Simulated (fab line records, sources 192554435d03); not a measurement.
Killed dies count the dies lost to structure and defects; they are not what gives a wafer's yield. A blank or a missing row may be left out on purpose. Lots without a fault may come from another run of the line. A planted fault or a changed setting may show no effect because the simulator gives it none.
Lot-split experiment	flow n5-finfet	7 lots, 21 wafers read, on a route of 1938 steps

== ABOUT THE SPLIT ==
At N5_BEOL_M2_COAT_61 (time 60 s, resist thk 60 nm), the setting spin-rpm was moved away from the recipe's 1500 rpm on 5 of the 21 wafers read, by -10.2% to +10.3%. This setting was run at the recipe's value on the other wafers.

== FROM THE SPLIT TO THE READING: what the file shows between them, 7 steps ==
- N5_BEOL_M2_DESCUM_16: chemistry O2, time 7 s (also split here: time-s)
- N5_BEOL_M2_ETCH_74: etches underlayer in N2/H2, target depth 6.5 nm, time 5.2 s
- N5_BEOL_M2_ETCH_63: etches SiARC in CF4, target depth 15.6 nm, time 26 s
- N5_BEOL_M2_ETCH_64: etches SOC in N2/H2, target depth 75 nm, overetch 22.5 nm, time 121.9 s
- N5_BEOL_M2_STRIP_65: strips in N2/H2
- N5_BEOL_M2_STRIP_75: strips in N2/H2
- N5_BEOL_M2_STRIP_66: strips in CF4

== THE READING ==
SOC_of_BEOL_M2_COAT_61.thk-nm (the simulator's own value, which no gauge read), in nm, at N5_BEOL_M2_HM_OPEN_17 (chemistry Cl2/BCl3, target TiN, target depth 20 nm, overetch 6 nm). The file gives no usual value for it. Average 52.5 nm, standard deviation 0.17 nm, over the 16 wafers here run with the recipe.

wafer	tool, chamber at the split	spin-rpm as run, rpm	against the recipe	SOC_of_BEOL_M2_COAT_61.thk-nm, nm	against lot-mates on the recipe
L075.3	litho-track-01, 0	1500	recipe	52.4	-
L075.6	litho-track-01, 0	1500	recipe	52.4	-
L075.5	litho-track-01, 0	1500	recipe	52.2	-
L074.1	litho-track-03, 0	1655	+10.3%	49.8	-2.8
L074.3	litho-track-03, 0	1500	recipe	52.6	-
L074.5	litho-track-03, 0	1655	+10.3%	50	-2.6
L076.2	litho-track-03, 0	1347	-10.2%	55.8	+3.2
L076.4	litho-track-03, 0	1347	-10.2%	55.4	+2.8
L076.6	litho-track-03, 0	1500	recipe	52.6	-
L077.1	litho-track-04, 0	1500	recipe	52.2	-
L077.2	litho-track-04, 0	1500	recipe	52.6	-
L077.5	litho-track-04, 0	1500	recipe	52.4	-
L084.3	litho-track-01, 0	1500	recipe	52.6	-
L084.4	litho-track-01, 0	1500	recipe	52.4	-
L084.5	litho-track-01, 0	1500	recipe	52.8	-
L086.1	litho-track-03, 0	1500	recipe	52.4	-
L086.3	litho-track-03, 0	1500	recipe	52.4	-
L086.5	litho-track-03, 0	1500	recipe	52.6	-
L096.4	litho-track-01, 0	1500	recipe	52.4	-
L096.5	litho-track-01, 0	1500	recipe	52.8	-
L096.6	litho-track-01, 0	1557	+3.8%	51.4	-1.2

THE FIT
A straight line over all 21 wafers: SOC_of_BEOL_M2_COAT_61.thk-nm changes by -0.278 nm for each +1% of spin-rpm; r = -0.99; the points scatter about the line by 0.21 nm.
The same after taking each lot's own level away (the mean of its wafers on the recipe; 21 wafers): -0.279 nm for each +1%; r = -0.99; scatter 0.16 nm.
The reading moves by 2.9 nm for the largest change in spin-rpm, on that fit.
Measured against the standard deviation above, the lots' own levels, which go from 52.33 to 52.60 nm, span 1.5 times it.
The two slopes agree, so the slope changes little with the lot-to-lot level.
Check: for one of the wafers moved furthest among these (+10.3%), held out of the fit, the line's prediction against its lot-mates is -2.88 nm. Against them it came out at -2.8 nm.

== FURTHER SPLITS ON THESE WAFERS ==
Note: prior to the reading, these wafers also went through further splits. Each is held against what the fit with the lots' levels taken away leaves over:
other split on the same wafers	wafers away from the commonest value	r with SOC_of_BEOL_M2_COAT_61.thk-nm (lot level and that fit taken away)
N5_BEOL_M0_SAQP_SPACER2_ALD_26 target-thk-a	9	+0.27
N5_BEOL_M1_COAT_05 spin-rpm	4	+0.25
N5_BEOL_M1_ETCH_64 bias-w	9	-0.28
N5_BEOL_M1_EXPOSE_25 dose-mj	6	+0.01
N5_BEOL_M2_DESCUM_16 time-s	10	-0.10

== THE WHOLE CHAIN: every reading that the file lists as answering this split, in the file's order ==
step	what it does	reading	change (the file's fit)	r (the file's)
N5_BEOL_M2_COAT_61	time 60 s, resist thk 60 nm	SOC_of_BEOL_M2_COAT_61.thk-nm (the simulator's own value, which no gauge read)	-0.29 nm for each +1% of the setting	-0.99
N5_BEOL_M2_ETCH_64	etches SOC in N2/H2, target depth 75 nm, overetch 22.5 nm, time 121.9 s	etch.depth-nm (the simulator's own value, which no gauge read)	-0.3 nm for each +1% of the setting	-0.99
N5_BEOL_M2_HM_OPEN_17	chemistry Cl2/BCl3, target TiN, target depth 20 nm, overetch 6 nm	SOC_of_BEOL_M2_COAT_61.thk-nm (the simulator's own value, which no gauge read)	-0.28 nm for each +1% of the setting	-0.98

== THE FILE'S OWN FIT ==
SOC_of_BEOL_M2_COAT_61.thk-nm changes by -0.28 nm for each +1% of spin-rpm, r = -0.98.
